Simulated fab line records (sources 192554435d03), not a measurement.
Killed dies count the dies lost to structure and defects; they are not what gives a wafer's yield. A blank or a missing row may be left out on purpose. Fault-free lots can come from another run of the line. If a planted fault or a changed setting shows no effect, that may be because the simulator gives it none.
The tool behind it: which one? + flow n5_finfet + route of 1938 steps, sampled at 1 step: 10 lots, 30 wafers

WHAT THE GAUGES READ, wafer by wafer
N5_BEOL_M0_SAQP_OVL_MEAS_15.
| lot  | measured     | on         | M0_CORE_OVL (nm) |
|------|--------------|------------|------------------|
| L802 | day 6 09:10  | overlay-02 | 0.7 1.5 0.0      |
| L801 | day 6 09:20  | overlay-02 | 0.3 -0.5 -0.5    |
| L806 | day 7 00:53  | overlay-01 | 0.4 -1.4 -0.3    |
| L807 | day 7 04:13  | overlay-01 | 0.4 0.5 1.0      |
| L809 | day 7 18:13  | overlay-01 | 1.5 1.2 0.5      |
| L810 | day 8 00:00  | overlay-02 | 0.1 0.2 0.3      |
| L818 | day 10 00:02 | overlay-02 | -0.7 -0.7 -0.5   |
| L819 | day 10 04:30 | overlay-01 | -0.2 1.3 -0.8    |
| L821 | day 10 16:50 | overlay-02 | 0.8 1.2 0.5      |
| L822 | day 11 02:25 | overlay-02 | -0.5 -0.7 -0.6   |

WHAT TOOL EACH LOT RAN ON (gives the tool, then ch and the chambers of the sampled wafers, and finally the start)
Before these readings, the record contains no process step.

THE ANSWER, worked out from the rows above alone
Rule: usual is defined by the lots themselves. The widest of any qualifying gaps counts: lots, ordered by their means at a reading, are off when they make up no more than a third of the lots, leave a main group of 4 or more, and stand apart from it by 3 or more times the standard deviation of that group's means. A main group whose means are all the same, to the digits that the tables above print for the reading, isn't used. Also off: a lot with no number at a reading for which 4 or more lots have one. All remaining lots with rows at the step are treated as sound.
None of the lots is off at any reading shown; this tells nothing.

WHAT HAD BEEN PUT IN BY THE SIMULATOR
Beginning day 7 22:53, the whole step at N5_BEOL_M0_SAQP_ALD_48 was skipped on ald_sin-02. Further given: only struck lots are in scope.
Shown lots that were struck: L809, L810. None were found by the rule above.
